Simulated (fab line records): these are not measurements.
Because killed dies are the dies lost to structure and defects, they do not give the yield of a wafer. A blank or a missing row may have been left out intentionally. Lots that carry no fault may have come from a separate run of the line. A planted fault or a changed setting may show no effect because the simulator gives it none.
Chamber matching :: flow n5Finfet :: N5_FIN_SAQP_PECVD_47 on pecvd-04 has 3 sister chambers
The step deposits a-Si from SiH4/He, target thk 45 nm, time 36.3 s. 6 wafers are shown with their chamber, then 9 later ones without.

WAFERS, EACH WITH ITS CHAMBER
wafer: L080.3
chamber: 0
throttleValvePct (%): 21.8
showerheadVppV (V): 642

wafer: L085.3
chamber: 0
throttleValvePct (%): 21.7
showerheadVppV (V): 644

wafer: L085.5
chamber: 2
throttleValvePct (%): 17.0
showerheadVppV (V): 582

wafer: L087.2
chamber: 1
throttleValvePct (%): 18.7
showerheadVppV (V): 654

wafer: L087.3
chamber: 2
throttleValvePct (%): 16.7
showerheadVppV (V): 583

wafer: L087.5
chamber: 1
throttleValvePct (%): 18.2
showerheadVppV (V): 657

WAFERS WHOSE CHAMBER IS MISSING
wafer: L089.1
throttleValvePct (%): 21.8
showerheadVppV (V): 637

wafer: L089.2
throttleValvePct (%): 17.2
showerheadVppV (V): 581

wafer: L089.5
throttleValvePct (%): 16.9
showerheadVppV (V): 576

wafer: L093.1
throttleValvePct (%): 16.9
showerheadVppV (V): 575

wafer: L093.4
throttleValvePct (%): 22.0
showerheadVppV (V): 651

wafer: L093.5
throttleValvePct (%): 16.5
showerheadVppV (V): 581

wafer: L095.2
throttleValvePct (%): 22.1
showerheadVppV (V): 648

wafer: L095.3
throttleValvePct (%): 17.0
showerheadVppV (V): 587

wafer: L095.4
throttleValvePct (%): 18.2
showerheadVppV (V): 666

WHICH CHAMBER EACH ONE RAN IN
wafer: L089.1
from the rows above: 0
in truth: 0

wafer: L089.2
from the rows above: 2
in truth: 2

wafer: L089.5
from the rows above: 2
in truth: 2

wafer: L093.1
from the rows above: 2
in truth: 2

wafer: L093.4
from the rows above: 0
in truth: 0

wafer: L093.5
from the rows above: 2
in truth: 2

wafer: L095.2
from the rows above: 0
in truth: 0

wafer: L095.3
from the rows above: 2
in truth: 2

wafer: L095.4
from the rows above: 1
in truth: 1
9 of 9 placed correctly. From these rows, 0 cannot be placed. Number placed wrongly: 0.
How it was worked out, from the rows above alone: a wafer's distance from a chamber is the root of the sum, over the readings, of the square of ((its reading less the chamber's mean) divided by the reading's scatter). The wafer belongs to the nearest chamber; if the next one is less than 2 further off, it can't be placed. Each chamber's mean is taken over the wafers shown for it. The scatter: the root of (the sum of the squares of (reading less its chamber's mean) over the shown wafers, divided by (wafers less chambers)).
